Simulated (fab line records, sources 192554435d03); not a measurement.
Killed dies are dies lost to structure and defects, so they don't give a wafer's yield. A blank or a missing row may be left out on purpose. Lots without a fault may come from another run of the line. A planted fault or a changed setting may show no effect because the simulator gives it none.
One fault seen from 2 desks | flow n5_finfet | each desk has only its own numbers; what lay behind them comes last

THE DEFECT DESK
What the inspections along the route counted, lot by lot: means of the sampled wafers that have a number. A lot is out of limits, marked OUT, if its mean lies more than 4 standard deviations from the usual mean; the brackets give that distance.
Columns: A = raw_defect_count at N5_BEOL_M6_INSPECT_13, usual 416
lot  | first seen here | A
L266 | day 11 02:25    | 350
L269 | day 11 18:10    | 685
L267 | day 11 18:34    | 319
L268 | day 11 22:49    | 743
L273 | day 13 03:07    | 549
This desk's finding: nothing out of limits on any of the 5 lots.

THE TOOL OWNER'S DESK: pecvd-01
The tool's own readings at N5_BEOL_M6_ILD_DEP_00 (deposits SiCOH lowk from DEMS/porogen, target thk 179.75 nm, time 33.4 s): means of the sampled wafers that have a number, for each lot that ran on this tool. A lot is out of limits, marked OUT, if its mean lies more than 4 standard deviations from the usual mean; the brackets give that distance.
Columns: A = heater_power_w at N5_BEOL_M6_ILD_DEP_00, usual 304 W; B = showerhead_plenum_p_Torr at N5_BEOL_M6_ILD_DEP_00, usual 5.750 Torr; C = throttle_valve_pct at N5_BEOL_M6_ILD_DEP_00, usual 14.2 %
lot  | first seen here | A   | B     | C
L266 | day 11 00:07    | 307 | 5.754 | 14.4
L269 | day 11 15:08    | 303 | 5.759 | 14.7
L268 | day 11 21:05    | 307 | 5.755 | 14.6
L273 | day 13 01:38    | 297 | 5.764 | 14.5
This desk's finding: nothing out of limits on any of the 4 lots.

PUT TOGETHER
The defect desk saw nothing out of limits.
The tool owner's desk saw nothing out of limits.

WHAT THE SIMULATOR HAD PUT IN
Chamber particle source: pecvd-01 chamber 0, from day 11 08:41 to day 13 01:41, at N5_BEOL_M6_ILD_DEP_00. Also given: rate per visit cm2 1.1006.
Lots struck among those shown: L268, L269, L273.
